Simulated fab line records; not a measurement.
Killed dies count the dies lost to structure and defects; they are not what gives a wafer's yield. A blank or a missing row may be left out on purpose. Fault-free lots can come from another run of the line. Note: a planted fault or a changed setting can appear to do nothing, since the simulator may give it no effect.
Matching of chambers ; flow n5_finfet ; 3 sister chambers for N5_BEOL_M15_DEP_53 on pecvd-01
The step deposits SiCN from 3MS/NH3, target thk 50 nm, time 17.8 s. 3 wafers are shown with their chamber, then 12 later ones without.

WAFERS WITH THEIR CHAMBER
wafer;chamber;throttle_valve_pct (%)
L087.1;2;17.5
L087.3;1;17.4
L087.6;0;19.6

WAFERS WITHOUT THEIR CHAMBER
wafer;throttle_valve_pct (%)
L090.1;17.4
L090.3;19.8
L090.4;19.7
L088.1;19.5
L088.4;17.2
L088.6;17.6
L095.3;19.8
L095.4;17.2
L095.6;17.6
L097.1;17.9
L097.3;17.6
L097.5;17.8

CHAMBER TAKEN BY EACH
wafer;from the rows above;in truth
L090.1;can't be placed: 1 or 2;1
L090.3;0;0
L090.4;0;0
L088.1;0;0
L088.4;can't be placed: 1 or 2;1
L088.6;can't be placed: 2 or 1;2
L095.3;0;0
L095.4;can't be placed: 1 or 2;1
L095.6;can't be placed: 2 or 1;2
L097.1;can't be placed: 2 or 1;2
L097.3;can't be placed: 2 or 1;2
L097.5;can't be placed: 2 or 1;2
4 of 12 placed correctly. Not placeable from these rows: 8 (in 8, the candidates include the true chamber). 0 placed wrongly.
How it was worked out, from the rows above alone: a wafer's distance from a chamber is the root of the sum, over the readings, of the square of ((its reading less the chamber's mean) divided by the reading's scatter). If the next closest chamber is less than 2 further off than the closest, the wafer can't be placed; otherwise it belongs to the closest. A chamber's mean is the mean of its shown wafers. The scatter (one wafer shown for each chamber): square how far every hidden wafer sits from the nearest shown wafer, average those squares and take the square root.
